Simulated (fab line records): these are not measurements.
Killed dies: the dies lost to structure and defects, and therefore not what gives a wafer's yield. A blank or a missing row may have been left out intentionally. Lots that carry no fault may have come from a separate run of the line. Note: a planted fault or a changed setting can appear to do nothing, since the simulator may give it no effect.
Code-filled problem report in 8D (eight disciplines) form	flow nand_harc	the parts of the form that need people (team, actions taken, sign-off) are left out

1. WHAT IS WRONG
Wafers without a fault read 29.7 s with a standard deviation of 2.5, while time_to_endpoint_s at NHARC_A_M0_CMP_23 averages 57.3 s across 2 wafers of 1 lot. Relative to the usual mean, that is a shift of +11 standard deviations.
The step: polishes, t overpolish 20 s, target thk 113.75 nm.
Earliest sighting: wafer L664.1 on cmp-01 at day 21 20:36. Wafers with a number at this step in the record: 36, from 12 lots. The rule behind "out" and "out of limits": a value lying over 4 standard deviations away from the usual mean. Any other wafer with a number is counted as sound.

2. WHAT IT IS, AND WHAT IT ISN'T
question	is	is not
which readings at this step	time_to_endpoint_s	motor_current_A
which lots	L664	L647, L648, L650, L651, L652, L653, L654, L655, L660, L661, L662
which wafers of those lots	L664.1, L664.5	L664.6
read on which tools	cmp-01	cmp-02, cmp-04
when	from day 21 20:36	up to then (34 sound wafers)

3. THE SUSPECTS, EACH WITH WHAT RULES IT OUT
Counting: any tool at a process step up to the reading remains a suspect provided it ran every lot that is out. Sound lots after the first of them don't rule it out here, since some wafers of a struck lot are sound.
- rie_diel-10 at NHARC_A_BLC_STRIP_29 (strips in CF4): kept. The lot that is out, L664, ran on it at day 21 11:44; the last sound lot it ran before that was L660, at day 20 06:13.
- ecd_cu-01 at NHARC_A_M0_ECD_22 (material Cu, target thk 400 nm): kept. The lot that is out, L664, ran on it at day 21 19:47; the last sound lot it ran before that was L662, at day 21 06:37.
- cmp-01 at NHARC_A_M0_CMP_23 (polishes, t overpolish 20 s, target thk 113.75 nm): kept. The lot that is out, L664, ran on it at day 21 20:36; the last sound lot it ran before that was L661, at day 21 13:32. On those wafers its own readings are out: time_to_endpoint_s.
- At NHARC_A_BLC_STRIP_29 on rie_diel-10, chamber 2 took the sound wafers of the same lots and chamber 1 took the wafers that are out.
- Within cmp-01 at NHARC_A_M0_CMP_23: the wafers that are out ran in chambers 0, 2; their sound lot-mates ran in chamber 1.
Still standing after the count: rie_diel-10 at NHARC_A_BLC_STRIP_29, ecd_cu-01 at NHARC_A_M0_ECD_22, cmp-01 at NHARC_A_M0_CMP_23.

4. THE CAUSE (what the simulator had put in)
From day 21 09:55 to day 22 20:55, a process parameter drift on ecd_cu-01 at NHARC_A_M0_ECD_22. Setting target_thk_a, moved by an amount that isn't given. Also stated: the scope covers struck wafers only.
Counting left 3 suspects, and this tool is among them.

5. SEQUENCE OF EFFECTS, ordered by route
One row per reading whose mean, taken over the struck wafers that have a number, lies over 3 standard deviations from the usual. Scope: only readings with a usual standard deviation given in the record; hours: median across lots of the time from each lot's start at the first step in this table that gives one to its start at this step; sigmas: change in usual standard deviations.
hours	step	reading	usual	on struck wafers	change	sigmas
0	NHARC_A_M0_CMP_23	time_to_endpoint_s	29.7 s	57.3	+27.6	+11
Its process steps:
- NHARC_A_M0_CMP_23: polishes, t overpolish 20 s, target thk 113.75 nm.

6. HOW IT WOULD HAVE BEEN CAUGHT EARLIER
The fault began at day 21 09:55; the first out-of-limits reading in this record came at day 21 20:36, 11 hours later.
Each of the lots that are out, 1 in all, had begun NHARC_A_M0_ECD_22 on ecd_cu-01 no later than day 21 20:36. Tool hold at that time: it would have spared none of them.
